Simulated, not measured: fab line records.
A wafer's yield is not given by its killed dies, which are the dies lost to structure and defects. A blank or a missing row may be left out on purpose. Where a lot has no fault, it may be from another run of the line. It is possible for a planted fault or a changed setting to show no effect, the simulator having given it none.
Chamber matching + flow n5Finfet + N5_BEOL_M9_STRIP_19 on rieDiel-01: 3 sister chambers
The step strips in O2. 3 wafers are shown with their chamber, then 4 later ones without.

== WAFERS PAIRED WITH THEIR CHAMBERS ==
| wafer  | chamber | throttleValvePct (%) |
|--------|---------|----------------------|
| L915.2 | 1       | 16.22                |
| L918.3 | 2       | 16.94                |
| L918.4 | 3       | 16.79                |

== WAFERS WHOSE CHAMBER IS MISSING ==
| wafer  | throttleValvePct (%) |
|--------|----------------------|
| L924.1 | 16.28                |
| L924.6 | 16.27                |
| L932.3 | 16.84                |
| L932.5 | 16.84                |

== CHAMBER TAKEN BY EACH ==
| wafer  | from the rows above     | in truth |
|--------|-------------------------|----------|
| L924.1 | 1                       | 1        |
| L924.6 | 1                       | 1        |
| L932.3 | can't be placed: 3 or 2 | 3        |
| L932.5 | can't be placed: 3 or 2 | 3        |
Correctly placed: 2 of 4. Not placeable from these rows: 2 (in 2, the candidates include the true chamber). Placed wrongly: 0.
How it was worked out, from the rows above alone: a wafer's distance from a chamber is the root of the sum, over the readings, of the square of ((its reading less the chamber's mean) divided by the reading's scatter). The wafer belongs to the nearest chamber; if the next one is less than 2 further off, it can't be placed. For every chamber, the mean is computed from those of its wafers that are shown. The scatter: root of mean squared gap, hidden wafer to nearest shown wafer, with one shown wafer a chamber.
